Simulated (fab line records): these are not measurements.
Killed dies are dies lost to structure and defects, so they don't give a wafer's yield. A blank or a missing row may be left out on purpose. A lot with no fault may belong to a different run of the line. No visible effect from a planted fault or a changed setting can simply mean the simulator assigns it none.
2 desks, one fault | flow n5-finfet | each desk has only its own numbers; what lay behind them comes last

## AT THE METROLOGY DESK
Lot by lot, what the gauges showed, no matter which tool ran the lot: averages of those sampled wafers that carry a number. Marked OUT: a lot whose mean sits more than 4 standard deviations from the usual mean, which makes it out of limits; the brackets give that distance.
Columns: A = M8_THK at N5_BEOL_M8_THK_MEAS_53, usual 80.1 nm
lot  | first seen here | A
L475 | day 10 01:34    | 78.9
L476 | day 10 02:02    | 79.8
L478 | day 10 19:02    | 81.5
L483 | day 12 15:37    | 83.1
L482 | day 13 00:43    | 78.2
L485 | day 13 04:57    | 78.7
L496 | day 15 13:39    | 79.8
L492 | day 15 17:55    | 82.7
L493 | day 15 18:50    | 79.4
L495 | day 15 23:00    | 80.0
L497 | day 16 08:40    | 81.7
This desk's verdict: no lot among the 11 shows anything out of limits.

## THE TOOL OWNER'S DESK: litho-track-02
The tool's own readings at N5_BEOL_M9_COAT_60 (time 60 s, resist thk 30 nm): means of the sampled wafers that have a number, for each lot that ran on this tool. Marked OUT: a lot whose mean sits more than 4 standard deviations from the usual mean, which makes it out of limits; the brackets give that distance.
Columns: A = plate-temp-C at N5_BEOL_M9_COAT_60, usual 220.02 C; B = spin-speed-rpm at N5_BEOL_M9_COAT_60, usual 1500.1 rpm
lot  | first seen here | A      | B
L476 | day 10 03:36    | 219.89 | 1499.5
L483 | day 12 18:03    | 219.77 | 1458.7 (-41) OUT
L485 | day 13 06:43    | 219.87 | 1460.4 (-40) OUT
L492 | day 15 20:14    | 220.17 | 1499.9
L495 | day 16 00:17    | 219.70 | 1500.0
This desk finds L483, L485 out of limits, L483 being first, at day 12 18:03 (spin-speed-rpm at N5_BEOL_M9_COAT_60). Within limits: L476, L492, L495.

## PUT TOGETHER
At day 12 18:03, on L483, L485, the tool owner's desk was in a position to raise an alarm.
Nothing out of limits was seen by the metrology desk.
The metrology desk has L483, L485 on record, within its limits.
All the named lots went through N5_BEOL_M9_COAT_60 on litho-track-02.

## WHAT HAD BEEN PUT IN BY THE SIMULATOR
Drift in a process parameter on litho-track-02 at N5_BEOL_M9_COAT_60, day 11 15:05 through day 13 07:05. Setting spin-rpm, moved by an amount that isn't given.
Struck lots among those shown: L483, L485.
How many hours passed from the start of the fault until each desk's first out-of-limits reading: the tool owner's desk, 27.
